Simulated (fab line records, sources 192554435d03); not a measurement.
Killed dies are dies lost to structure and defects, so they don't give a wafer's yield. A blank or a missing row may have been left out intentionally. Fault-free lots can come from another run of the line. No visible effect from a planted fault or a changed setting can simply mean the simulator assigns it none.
2 desks, one fault || flow n5 finfet || only its own numbers are on each desk; what lay behind them is given at the end

## METROLOGY DESK
What the gauges read for every lot (on any tool): the sampled wafers with a number, averaged. Marked OUT: a lot whose mean sits more than 4 standard deviations from the usual mean, which makes it out of limits; the brackets give that distance. 7 of its 10 readings are shown, namely those furthest out on some lot.
Columns: A = DIBL_P at N5_BEOL_M4_RC_MEAS_101, usual 36.4 mV/V; B = IOFF_N at N5_BEOL_M4_RC_MEAS_101, usual 0.16 nA/um; C = IOFF_P at N5_BEOL_M4_RC_MEAS_101, usual 0.22 nA/um; D = ION_P at N5_BEOL_M4_RC_MEAS_101, usual 463 uA/um; E = SS_N at N5_BEOL_M4_RC_MEAS_101, usual 71.6 mV/dec; F = VT_N at N5_BEOL_M4_RC_MEAS_101, usual 250 mV; G = VT_P at N5_BEOL_M4_RC_MEAS_101, usual -250 mV
{"lot": "L930", "first seen here": "day 10 10:26", "A": 35.5, "B": 0.15, "C": 0.20, "D": 462, "E": 71.4, "F": 253, "G": -251}
{"lot": "L928", "first seen here": "day 10 11:23", "A": 34.1, "B": 0.13, "C": 0.20, "D": 466, "E": 71.2, "F": 252, "G": -250}
{"lot": "L933", "first seen here": "day 10 15:55", "A": 35.6, "B": 0.15, "C": 0.20, "D": 458, "E": 71.6, "F": 251, "G": -250}
{"lot": "L935", "first seen here": "day 11 14:42", "A": 38.7, "B": 0.19, "C": 0.32, "D": 478, "E": 72.4, "F": 248, "G": -242}
{"lot": "L936", "first seen here": "day 11 17:00", "A": 37.2, "B": 0.18, "C": 0.20, "D": 460, "E": 71.4, "F": 249, "G": -252}
{"lot": "L937", "first seen here": "day 12 20:27", "A": 37.7, "B": 0.18, "C": 0.26, "D": 469, "E": 71.8, "F": 246, "G": -248}
{"lot": "L943", "first seen here": "day 13 22:06", "A": 33.9, "B": 0.14, "C": 0.20, "D": 462, "E": 71.2, "F": 251, "G": -248}
{"lot": "L946", "first seen here": "day 14 05:40", "A": 32.5, "B": 0.10, "C": 0.13, "D": 451, "E": 70.6, "F": 256, "G": -258}
{"lot": "L947", "first seen here": "day 14 09:46", "A": 37.1, "B": 0.19, "C": 0.26, "D": 471, "E": 72.1, "F": 245, "G": -245}
{"lot": "L945", "first seen here": "day 14 12:06", "A": 36.4, "B": 0.15, "C": 0.21, "D": 466, "E": 71.2, "F": 250, "G": -249}
This desk's finding: nothing out of limits on any of the 10 lots.

## THE TOOL OWNER'S DESK: rie diel-06
The tool's own readings at N5_BEOL_M6_ETCH_66 (etches SOC in N2/H2, target depth 80 nm, overetch 16 nm, time 120 s): means of the sampled wafers that have a number, for each lot that ran on this tool. Marked OUT: a lot whose mean sits more than 4 standard deviations from the usual mean, which makes it out of limits; the brackets give that distance.
Columns: A = drypump motor current A at N5_BEOL_M6_ETCH_66, usual 5.8 A; B = oes product au at N5_BEOL_M6_ETCH_66, usual 0.60 a.u.; C = rf vpp V at N5_BEOL_M6_ETCH_66, usual 524.6 V; D = showerhead plenum p Torr at N5_BEOL_M6_ETCH_66, usual 2.57 Torr; E = throttle valve pct at N5_BEOL_M6_ETCH_66, usual 17.8 %
{"lot": "L930", "first seen here": "day 11 08:06", "A": 5.4, "B": 0.54, "C": 525.6, "D": 2.61, "E": 17.9}
{"lot": "L928", "first seen here": "day 11 11:50", "A": 6.2, "B": 0.55, "C": 526.0, "D": 2.62, "E": 18.0}
{"lot": "L935", "first seen here": "day 12 09:38", "A": 5.7, "B": 0.53, "C": 525.8, "D": 2.62, "E": 18.0}
{"lot": "L936", "first seen here": "day 12 13:26", "A": 5.8, "B": 0.53, "C": 525.3, "D": 2.61, "E": 18.0}
{"lot": "L937", "first seen here": "day 13 13:40", "A": 5.2, "B": 0.52, "C": 526.6, "D": 2.60, "E": 17.8}
{"lot": "L943", "first seen here": "day 14 23:02", "A": 5.8, "B": 0.58, "C": 526.2, "D": 2.60, "E": 17.8}
{"lot": "L945", "first seen here": "day 15 05:37", "A": 6.3, "B": 0.55, "C": 525.6, "D": 2.60, "E": 17.8}
{"lot": "L946", "first seen here": "day 15 08:39", "A": 6.1, "B": 0.56, "C": 524.7, "D": 2.61, "E": 17.9}
This desk's finding: nothing out of limits on any of the 8 lots.

## TAKEN TOGETHER
Nothing out of limits was seen by the metrology desk.
Nothing out of limits was seen by the tool owner's desk.

## WHAT THE SIMULATOR HAD PUT IN
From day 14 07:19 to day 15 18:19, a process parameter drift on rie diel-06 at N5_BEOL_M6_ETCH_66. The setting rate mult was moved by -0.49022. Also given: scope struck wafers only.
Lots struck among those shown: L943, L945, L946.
